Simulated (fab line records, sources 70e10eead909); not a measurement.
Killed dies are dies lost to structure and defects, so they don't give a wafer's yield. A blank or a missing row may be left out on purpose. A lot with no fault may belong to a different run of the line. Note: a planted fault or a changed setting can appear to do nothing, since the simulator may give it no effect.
fab line records + flow nand_harc
record:
- lots: 6
- wafers: 18
- last_day: 24
route steps=1159 shown A_CONTACT@918 END@1159
lots that met no fault: taken from a fault-free run of the same line
start_h: the number of hours between the record's first day and the start of the first shown wafer of the lot + wait_h: how many hours have passed since the lot's step before this one + " repeats the value in the row above + L1.1+2: several wafers, shown together as one row + - no value, or no start was given + * or withheld: withheld + < > ~ a bound
route shown NAME@n: NAME is a module with steps in the file, n the number in the route of the first one + usual: mean and standard deviation over wafers with no fault + same: alike in all rows + chamber/n: place in a boat + sites: per-site readings + _std_site: the standard deviation of these + _edge_site: outer sites' mean less inner sites' + radius_mm: for every site, how far away it sits from the centre of the wafer + mask NAME#n: copy n + behind: the tool/chamber that last shaped the wafer + hold: cause of the lot's hold/its duration in hours/its outcome + device: the transistor (n, p or np) that didn't switch + end of line: the route-end tests of the same wafers + where a step has no rows: the recipe by itself + killed: not the wafer's yield, but the dies lost to structure and defects at the first sort + map: a wafer's dies, x killed, . not, _ none there
set.NAME: the setting that was run; set.NAME@STEP: the one run at that earlier step + model.NAME: the simulator's own value behind a step, which no gauge read
lots seen at some steps along the route; tables by step, rows by wafer
services: when a tool's chamber went out of use (start_h, in hours from the record's first day, below 0 if earlier), for how many hours, and the reason
== steps ==
step: NHARC_A_CONTACT_STRIP_104
recipe:
- cf4_flow_sccm: 100
- chf3_flow_sccm: 30
- ar_flow_sccm: 0
- bias_w: 0
- chemistry: CF4/CHF3
step: NHARC_A_CONTACT_STRIP_105
recipe:
- o2_flow_sccm: 400
- cos_flow_sccm: 20
- ar_flow_sccm: 0
- bias_w: 0
- chemistry: O2/COS
step: NHARC_A_CONTACT_ETCH_106
recipe:
- target_depth_a: 600
- overetch_a: 60
- time_s: 33
- ion_energy_ev: 100
- cf4_flow_sccm: 80
- o2_flow_sccm: 20
- ar_flow_sccm: 0
- rf_w: 300
- bias_w: 100
- chemistry: CF4/O2
usual:
- drypump_motor_current_A: 5.6/0.41
- mfc_ar_sccm: 0.013/0.013
- oes_product_au: 0.997/0.015
- rf_vpp_V: 197.4/1.4
- showerhead_plenum_p_Torr: 1.32/0.055
- throttle_valve_pct: 13.398/0.0092
| lot.wafer | tool        | chamber | start_h | wait_h | drypump_motor_current_A | mfc_ar_sccm | oes_product_au | rf_hours_counter_h | rf_vpp_V | showerhead_plenum_p_Torr | throttle_valve_pct |
|-----------|-------------|---------|---------|--------|-------------------------|-------------|----------------|--------------------|----------|--------------------------|--------------------|
| L903.2    | rie_diel-04 | 1       | 405.01  | 0.0    | 6.0                     | 0.026       | 1.009          | 44                 | 199.2    | 1.34                     | 13.412             |
| L903.1    | "           | 0       | "       | "      | 5.0                     | 0.011       | 1.006          | 42                 | 197.2    | 1.39                     | 13.396             |
| L903.5    | "           | 2       | "       | "      | 5.4                     | 0.027       | 0.995          | -                  | 196.1    | 1.30                     | 13.404             |
| L908.1    | rie_diel-01 | 2       | 427.54  | 0.1    | 6.1                     | 0           | 1.008          | 35                 | 197.4    | 1.35                     | 13.391             |
| L908.4    | "           | 3       | "       | "      | 5.0                     | 0.030       | 0.990          | 37                 | 196.7    | 1.25                     | 13.392             |
| L908.5    | "           | 0       | "       | "      | 5.8                     | 0           | 0.985          | -                  | 198.6    | 1.36                     | 13.402             |
| L907.4    | rie_diel-03 | 0       | 429.17  | 0.2    | 5.1                     | 0           | 0.996          | 6                  | 196.5    | 1.30                     | 13.387             |
| L907.2    | "           | 3       | "       | "      | 5.8                     | 0           | 0.968          | 7                  | 195.9    | 1.26                     | 13.414             |
| L907.6    | "           | 1       | "       | "      | 5.4                     | 0           | 0.986          | -                  | 197.2    | 1.36                     | 13.403             |
| L911.4    | rie_diel-01 | 2       | 450.14  | 0.1    | 6.2                     | 0           | 1.018          | 42                 | 198.3    | 1.35                     | 13.386             |
| L911.2    | "           | 1       | "       | "      | 5.3                     | 0.019       | 1.011          | 48                 | 200.1    | 1.42                     | 13.388             |
| L911.5    | "           | 3       | "       | "      | 5.0                     | 0.030       | 1.002          | -                  | 195.0    | 1.25                     | 13.389             |
| L914.3    | rie_diel-01 | 3       | 474.47  | 0.6    | 5.0                     | 0.030       | 0.997          | 54                 | 195.7    | 1.25                     | 13.406             |
| L914.2    | "           | 0       | "       | "      | 5.8                     | 0           | 0.983          | 51                 | 198.2    | 1.36                     | 13.385             |
| L914.6    | "           | 2       | "       | "      | 6.1                     | 0           | 1.018          | -                  | 198.2    | 1.35                     | 13.395             |
| L921.1    | rie_diel-04 | 1       | 503.44  | 0.0    | 6.0                     | 0.026       | 1.001          | 15                 | 197.4    | 1.33                     | 13.397             |
| L921.4    | "           | 3       | "       | "      | 5.6                     | 0           | 0.974          | 13                 | 198.1    | 1.33                     | 13.411             |
| L921.3    | "           | 0       | "       | "      | 5.0                     | 0.011       | 1.004          | 14                 | 198.9    | 1.38                     | 13.399             |
step: NHARC_A_CONTACT_STRIP_82
recipe:
- o2_flow_sccm: 500
- ar_flow_sccm: 0
- bias_w: 0
- chemistry: O2
usual:
- drypump_motor_current_A: 5.6/0.4
- mfc_ar_sccm: 0.012/0.013
- oes_product_au: 0.996/0.015
- rf_vpp_V: 57.6/0.82
- showerhead_plenum_p_Torr: 3.50/0.14
- throttle_valve_pct: 17.035/0.0086
| lot.wafer | tool        | chamber | start_h | wait_h | drypump_motor_current_A | mfc_ar_sccm | oes_product_au | rf_hours_counter_h | rf_vpp_V | showerhead_plenum_p_Torr | throttle_valve_pct |
|-----------|-------------|---------|---------|--------|-------------------------|-------------|----------------|--------------------|----------|--------------------------|--------------------|
| L903.1    | rie_diel-04 | 1       | -       | -      | 6.0                     | 0.026       | 1.020          | 44                 | 58.5     | 3.55                     | 17.047             |
| L903.2    | "           | 3       | "       | "      | 5.6                     | 0           | 0.987          | 41                 | 56.9     | 3.54                     | 17.032             |
| L903.5    | "           | 2       | "       | "      | 5.4                     | 0.027       | 1.010          | -                  | 56.6     | 3.44                     | 17.036             |
| L908.4    | rie_diel-01 | 0       | -       | -      | 5.8                     | 0           | 0.980          | 36                 | 57.1     | 3.59                     | 17.014             |
| L908.1    | "           | 3       | "       | "      | 5.0                     | 0.030       | 0.990          | 37                 | 57.6     | 3.32                     | 17.043             |
| L908.5    | "           | 0       | "       | "      | 5.8                     | 0           | 0.987          | -                  | 59.1     | 3.59                     | 17.035             |
| L907.2    | rie_diel-03 | 3       | -       | -      | 5.8                     | 0           | 0.975          | 7                  | 57.3     | 3.35                     | 17.034             |
| L907.4    | "           | 0       | "       | "      | 5.1                     | 0           | 1.001          | 6                  | 56.8     | 3.44                     | 17.034             |
| L907.6    | "           | 0       | "       | "      | 5.1                     | 0           | 0.993          | -                  | 56.2     | 3.44                     | 17.033             |
| L911.4    | rie_diel-01 | 0       | -       | -      | 5.8                     | 0           | 0.994          | 44                 | 56.2     | 3.59                     | 17.040             |
| L911.2    | "           | 1       | "       | "      | 5.3                     | 0.019       | 1.011          | 48                 | 57.0     | 3.75                     | 17.047             |
| L911.5    | "           | 3       | "       | "      | 5.0                     | 0.030       | 0.996          | -                  | 57.5     | 3.31                     | 17.036             |
| L914.3    | rie_diel-01 | 0       | -       | -      | 5.8                     | 0           | 0.979          | 51                 | 57.4     | 3.59                     | 17.043             |
| L914.2    | "           | 2       | "       | "      | 6.2                     | 0           | 1.011          | 51                 | 57.9     | 3.56                     | 17.026             |
| L914.6    | "           | 3       | "       | "      | 5.0                     | 0.030       | 0.999          | -                  | 56.9     | 3.31                     | 17.031             |
| L921.1    | rie_diel-04 | 0       | -       | -      | 5.0                     | 0.011       | 1.019          | 14                 | 57.4     | 3.65                     | 17.045             |
| L921.4    | "           | 1       | "       | "      | 5.9                     | 0.026       | 1.006          | 15                 | 57.8     | 3.53                     | 17.047             |
| L921.3    | "           | 3       | "       | "      | 5.6                     | 0           | 0.985          | 13                 | 58.4     | 3.52                     | 17.041             |
step: NHARC_A_CONTACT_STRIP_83
recipe:
- time_s: 600
- temp_c: 30
- chemistry: post_etch_residue_remover
step: NHARC_A_CONTACT_DEP_84
recipe:
- target_thk_a: 20000
- temp_c: 400
- material: aC
usual:
- susceptor_temp_C: 400.01/0.2
- throttle_valve_pct: 35.000/0.0091
| lot.wafer | tool       | chamber | start_h | wait_h | susceptor_temp_C | throttle_valve_pct |
|-----------|------------|---------|---------|--------|------------------|--------------------|
| L903.1    | acl_dep-01 | 0       | 405.68  | -      | 399.72           | 34.992             |
| L903.2    | "          | 0       | "       | "      | 399.92           | 35.004             |
| L903.5    | "          | 0       | "       | "      | 399.77           | 34.992             |
| L908.1    | acl_dep-02 | 0       | 430.21  | -      | 399.60           | 35.013             |
| L908.4    | "          | 0       | "       | "      | 399.92           | 35.004             |
| L908.5    | "          | 0       | "       | "      | 399.80           | 34.996             |
| L907.2    | acl_dep-02 | 0       | 431.66  | -      | -                | 35.000             |
| L907.4    | "          | 0       | "       | "      | -                | 34.996             |
| L907.6    | "          | 0       | "       | "      | -                | 35.004             |
| L911.2    | acl_dep-03 | 0       | 451.72  | -      | -                | 34.997             |
| L911.4    | "          | 0       | "       | "      | -                | 35.004             |
| L911.5    | "          | 0       | "       | "      | -                | 35.008             |
| L914.2    | acl_dep-02 | 0       | 475.33  | -      | 400.03           | 34.994             |
| L914.3    | "          | 0       | "       | "      | 399.99           | 35.014             |
| L914.6    | "          | 0       | "       | "      | 399.95           | 34.997             |
| L921.1    | acl_dep-03 | 0       | 505.18  | -      | -                | 34.994             |
| L921.3    | "          | 0       | "       | "      | -                | 35.005             |
| L921.4    | "          | 0       | "       | "      | -                | 34.990             |
step: NHARC_A_CONTACT_DEP_85
recipe:
- target_thk_a: 500
- target_thk_nm: 50
- temp_c: 400
- pressure_torr: 3.5
- flow_sccm: 200
- rf_w: 350
- material: SiON
usual:
- heater_power_w: 773/110
- showerhead_vpp_V: 1181/60
- susceptor_temp_C: 400.00/0.23
| lot.wafer | tool     | chamber | start_h | wait_h | heater_power_w | showerhead_vpp_V | susceptor_temp_C |
|-----------|----------|---------|---------|--------|----------------|------------------|------------------|
| L903.1    | pecvd-03 | 0       | 406.97  | 1.1    | 774            | 1102             | 399.59           |
| L903.2    | "        | 1       | "       | "      | 810            | 1082             | 399.65           |
| L903.5    | "        | 0       | "       | "      | 797            | 1104             | 399.53           |
| L908.1    | pecvd-02 | 0       | 431.50  | 1.1    | 595            | 1167             | 399.99           |
| L908.5    | "        | 2       | "       | "      | 757            | 1161             | 400.20           |
| L908.4    | "        | 1       | "       | "      | 771            | 1211             | 400.21           |
| L907.2    | pecvd-01 | 2       | 432.79  | 0.9    | 929            | 1179             | 399.68           |
| L907.4    | "        | 0       | "       | "      | 878            | 1234             | 400.31           |
| L907.6    | "        | 0       | "       | "      | 897            | 1243             | 400.20           |
| L911.2    | pecvd-02 | 0       | 452.80  | 0.9    | 651            | 1184             | 399.87           |
| L911.4    | "        | 0       | "       | "      | 661            | 1191             | 400.27           |
| L911.5    | "        | 1       | "       | "      | 733            | 1204             | 399.93           |
| L914.2    | pecvd-01 | 2       | 476.42  | 0.9    | 915            | 1179             | 400.12           |
| L914.3    | "        | 0       | "       | "      | 1029           | 1223             | 400.13           |
| L914.6    | "        | 2       | "       | "      | 925            | 1184             | 400.11           |
| L921.1    | pecvd-01 | 0       | 506.46  | 1.1    | 957            | 1248             | 400.08           |
| L921.3    | "        | 1       | "       | "      | 813            | 1138             | 399.92           |
| L921.4    | "        | 0       | "       | "      | 1000           | 1222             | 399.39           |
step: NHARC_A_CONTACT_DEHYDRATE_00
recipe:
- temp_c: 150
- time_s: 120
step: NHARC_A_CONTACT_HMDS_01
recipe:
- time_s: 30
step: NHARC_A_CONTACT_COAT_86
recipe:
- temp_c: 260
- time_s: 75
step: NHARC_A_CONTACT_COAT_87
recipe:
- temp_c: 225
- time_s: 65
step: NHARC_A_CONTACT_COAT_02
recipe:
- spin_rpm: 1500
- resist_thk_nm: 90
step: NHARC_A_CONTACT_SOFTBAKE_03
recipe:
- temp_c: 105
- time_s: 55
usual:
- heater_power_total_W: 188.46/0.13
| lot.wafer | tool           | chamber | start_h | wait_h | heater_power_total_W |
|-----------|----------------|---------|---------|--------|----------------------|
| L903.1    | litho_track-01 | 0       | 407     | -      | 188.30               |
| L903.2    | "              | 0       | "       | "      | 188.56               |
| L903.5    | "              | 0       | "       | "      | 188.50               |
| L908.1    | litho_track-01 | 0       | 431     | -      | 323.40               |
| L908.4    | "              | 0       | "       | "      | 322.93               |
| L908.5    | "              | 0       | "       | "      | 323.38               |
| L907.2    | litho_track-06 | 0       | 433     | -      | 188.36               |
| L907.4    | "              | 0       | "       | "      | 188.30               |
| L907.6    | "              | 0       | "       | "      | 188.47               |
| L911.2    | litho_track-01 | 0       | 453     | -      | 323.03               |
| L911.4    | "              | 0       | "       | "      | 323.17               |
| L911.5    | "              | 0       | "       | "      | 323.33               |
| L914.2    | litho_track-04 | 0       | 476     | -      | 188.69               |
| L914.3    | "              | 0       | "       | "      | 188.38               |
| L914.6    | "              | 0       | "       | "      | 188.31               |
| L921.1    | litho_track-06 | 0       | 506     | -      | 188.76               |
| L921.3    | "              | 0       | "       | "      | 188.43               |
| L921.4    | "              | 0       | "       | "      | 188.34               |
step: NHARC_A_CONTACT_EBR_04
step: NHARC_END_SORT_01
recipe:
- temp_c: 25
usual:
- killed_at_array: 31/11
- killed_at_other: 0.5/0.78
- killed_at_periphery: 3.0/2
- killed_dies: 34/12
- killed_open: 3.2/2
- killed_short: 1.9/1.6
same:
- gross_dies: 677
| lot.wafer | tool      | chamber | start_h | wait_h | killed_at_array | killed_at_other | killed_at_periphery | killed_dies | killed_open | killed_short |
|-----------|-----------|---------|---------|--------|-----------------|-----------------|---------------------|-------------|-------------|--------------|
| L908.1    | prober-02 | 0       | 489.24  | 2.5    | 16              | 0               | 0                   | 16          | 3           | 1            |
| L908.4    | prober-02 | 0       | 491.67  | 3.4    | 24              | 0               | 1                   | 25          | 2           | 4            |
| L908.5    | prober-02 | 0       | 492.48  | 3.7    | 23              | 0               | 2                   | 25          | 4           | 2            |
| L911.2    | prober-01 | 0       | 510.81  | 2.8    | 17              | 1               | 4                   | 22          | 3           | 2            |
| L911.4    | prober-01 | 0       | 512.39  | 3.4    | 8               | 0               | 3                   | 11          | 1           | 2            |
| L911.5    | prober-01 | 0       | 513.19  | 3.7    | 18              | 3               | 4                   | 25          | 4           | 3            |
killed by level:class
L908.1 A_STAIRCASE:chamber_film_flake=6 A_CHANNEL_HOLE_D1:chamber_film_flake=3 A_BLC:geometric_particle:open=2 A_ZERO_WELL:chamber_film_flake=2 A_CHANNEL_FILL_D1:geometric_particle:short=1 A_CONTACT:geometric_particle:open=1 A_WL_FILL:chamber_film_flake=1
L908.4 A_STAIRCASE:chamber_film_flake=7 A_ZERO_WELL:chamber_film_flake=5 A_CHANNEL_HOLE_D1:chamber_film_flake=2 A_CHANNEL_FILL_D1:chamber_film_flake=2 A_CONTACT:chamber_film_flake=2 P_CONTACT:geometric_particle:short=1 A_CHANNEL_HOLE_D1:geometric_particle:open=1 A_CHANNEL_FILL_D1:geometric_particle:short=1
L908.5 A_CHANNEL_HOLE_D1:chamber_film_flake=6 A_SLIT:chamber_film_flake=4 A_STAIRCASE:chamber_film_flake=3 A_CHANNEL_FILL_D1:chamber_film_flake=2 A_CONTACT:chamber_film_flake=2 P_M0:geometric_particle:open=1 P_M2:geometric_particle:open=1 A_ONON_D1:geometric_particle:short=1
L911.2 A_CHANNEL_HOLE_D1:chamber_film_flake=6 A_CONTACT:chamber_film_flake=4 A_CHANNEL_FILL_D1:geometric_particle:short=2 P_M1:chamber_film_flake=2 A_STAIRCASE:chamber_film_flake=2 P_CONTACT:geometric_particle:open=1 A_SOURCE_PLATE:geometric_particle:open=1 A_M0:geometric_particle:open=1
L911.4 A_CHANNEL_HOLE_D1:chamber_film_flake=3 P_M1:chamber_film_flake=2 A_CONTACT:chamber_film_flake=2 P_GATE:geometric_particle:short=1 A_WL_FILL:geometric_particle:short=1 A_BLC:geometric_particle:open=1 A_STAIRCASE:chamber_film_flake=1
L911.5 A_CHANNEL_HOLE_D1:chamber_film_flake=6 A_CONTACT:chamber_film_flake=3 THIN_TSV:chamber_film_flake=3 A_WL_FILL:geometric_particle:short=2 A_CONTACT:geometric_particle:open=2 P_M1:chamber_film_flake=2 A_STAIRCASE:chamber_film_flake=2 P_CONTACT:geometric_particle:open=1
== services ==
| tool           | chamber | start_h | hours | kind   |
|----------------|---------|---------|-------|--------|
| rie_diel-01    | 0       | 390.21  | 8.2   | repair |
| rie_diel-03    | -       | 392.33  | 9.0   | pm     |
| pecvd-01       | -       | 393.52  | 1.6   | repair |
| rie_diel-01    | 1       | 397.45  | -     | clean  |
| rie_diel-01    | 2       | 397.45  | -     | clean  |
| rie_diel-01    | 3       | 397.45  | -     | clean  |
| acl_dep-03     | -       | 408.36  | 13.0  | pm     |
| pecvd-01       | -       | 418.06  | 13.0  | pm     |
| rie_diel-01    | 0       | 421.95  | -     | clean  |
| rie_diel-01    | 1       | 421.95  | -     | clean  |
| rie_diel-01    | 2       | 421.95  | -     | clean  |
| rie_diel-01    | 3       | 421.95  | -     | clean  |
| litho_track-01 | -       | 443.00  | 7.0   | pm     |
| rie_diel-01    | 0       | 446.50  | -     | clean  |
| rie_diel-01    | 1       | 446.50  | -     | clean  |
| rie_diel-01    | 2       | 446.50  | -     | clean  |
| rie_diel-01    | 3       | 446.50  | -     | clean  |
| rie_diel-04    | -       | 465.97  | 9.0   | pm     |
| litho_track-06 | -       | 467.00  | 7.0   | pm     |
| pecvd-03       | -       | 473.61  | 13.0  | pm     |
| acl_dep-01     | -       | 477.81  | 13.0  | pm     |
| rie_diel-03    | 3       | 487.55  | 4.3   | repair |
| litho_track-04 | -       | 491.00  | 7.0   | pm     |
| rie_diel-01    | -       | 491.88  | 9.0   | pm     |
== key ==
first_sign:
- step: NHARC_A_CONTACT_SOFTBAKE_03
- reading: heater_power_total_W
- direction: up
- sigmas: 99+
- usual: *
- struck: *
effect none on later readings
met_at NHARC_A_CONTACT_SOFTBAKE_03
struck_wafers L908.1,L908.4,L908.5,L911.2,L911.4,L911.5
tester_left_out L908,L911
onset_between 407 431
fault:
- kind: process_parameter_drift
- tool: litho_track-01
- chamber: -
- onset_h: 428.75
- steps: NHARC_A_CONTACT_SOFTBAKE_03
- channel: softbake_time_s
- offset: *
- shape: step
- end_h: 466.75
- acts_in: *
- stated: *
tester_left_out: of these lots the tester's yield and bins aren't shown, on N5 and GAA mostly nor the transistor test; their killed dies are dies lost to structure and defects alone, not to doping, threshold or leakage, so they don't give the yield
